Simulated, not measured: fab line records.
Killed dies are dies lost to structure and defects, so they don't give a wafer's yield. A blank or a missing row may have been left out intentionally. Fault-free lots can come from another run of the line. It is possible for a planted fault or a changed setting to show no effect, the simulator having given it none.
2 desks looking at one fault | flow n5 finfet | numbers are kept per desk, each desk with only its own; the story behind them comes last

== THE TOOL OWNER'S DESK: litho track-01 ==
The tool's own readings at N5_FIN_SAQP_COAT_68 (time 60 s, resist thk 100 nm): means of the sampled wafers that have a number, for each lot that ran on this tool. Marked OUT: a lot whose mean sits more than 4 standard deviations from the usual mean, which makes it out of limits; the brackets give that distance.
Columns: A = spin speed rpm at N5_FIN_SAQP_COAT_68, usual 1500.1 rpm
lot  | first seen here | A
L746 | day 2 19:41     | 1500.3
L750 | day 3 18:15     | 1499.4
L751 | day 4 01:45     | 1499.8
L757 | day 5 13:25     | 1555.9 (+62) OUT
L760 | day 6 08:09     | 1555.7 (+62) OUT
This desk finds L757, L760 out of limits, L757 being first, at day 5 13:25 (spin speed rpm at N5_FIN_SAQP_COAT_68). Within limits: L746, L750, L751.

== METROLOGY DESK ==
What the gauges read for every lot (on any tool): the sampled wafers with a number, averaged. Marked OUT: a lot whose mean sits more than 4 standard deviations from the usual mean, which makes it out of limits; the brackets give that distance. 7 of its 11 readings are shown, namely those furthest out on some lot.
Columns: A = DIBL_N at N5_BEOL_M4_RC_MEAS_101, usual 36.0 mV/V; B = IOFF_N at N5_BEOL_M4_RC_MEAS_101, usual 0.154 nA/um; C = IOFF_P at N5_BEOL_M4_RC_MEAS_101, usual 0.21 nA/um; D = ION_N at N5_BEOL_M4_RC_MEAS_101, usual 675 uA/um; E = SS_N at N5_BEOL_M4_RC_MEAS_101, usual 71.4 mV/dec; F = SS_P at N5_BEOL_M4_RC_MEAS_101, usual 73.2 mV/dec; G = VT_P at N5_BEOL_M4_RC_MEAS_101, usual -251 mV
lot  | first seen here | A    | B     | C    | D   | E    | F    | G
L743 | day 2 01:47     | 36.0 | 0.156 | 0.26 | 670 | 71.0 | 73.5 | -243
L746 | day 2 20:37     | 35.1 | 0.132 | 0.18 | 673 | 70.7 | 72.9 | -254
L750 | day 3 19:10     | 36.4 | 0.141 | 0.19 | 668 | 71.7 | 73.0 | -253
L751 | day 4 02:59     | 33.8 | 0.124 | 0.18 | 664 | 70.8 | 72.3 | -252
L757 | day 5 14:18     | 35.6 | 0.152 | 0.20 | 679 | 71.1 | 72.7 | -249
L758 | day 5 22:40     | 36.1 | 0.145 | 0.23 | 667 | 70.9 | 73.1 | -247
L760 | day 6 09:08     | 34.3 | 0.132 | 0.18 | 662 | 71.0 | 73.3 | -254
L765 | day 7 16:37     | 36.6 | 0.165 | 0.24 | 676 | 71.4 | 73.4 | -246
L766 | day 7 20:17     | 36.6 | 0.162 | 0.22 | 673 | 71.7 | 73.2 | -251
This desk's verdict: no lot among the 9 shows anything out of limits.

== ALL TOGETHER ==
On L757, L760, at day 5 13:25, an alarm was possible from the tool owner's desk.
At the metrology desk, nothing out of limits was observed.
The metrology desk has L757, L760 on record, within its limits.
All the named lots went through N5_FIN_SAQP_COAT_68 on litho track-01.

== WHAT THE SIMULATOR HAD INSERTED ==
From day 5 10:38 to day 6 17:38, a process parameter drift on litho track-01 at N5_FIN_SAQP_COAT_68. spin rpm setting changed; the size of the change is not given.
Shown lots that were struck: L757, L760.
Time in hours from fault onset to the first out-of-limits reading at each desk: the tool owner's desk, 3.
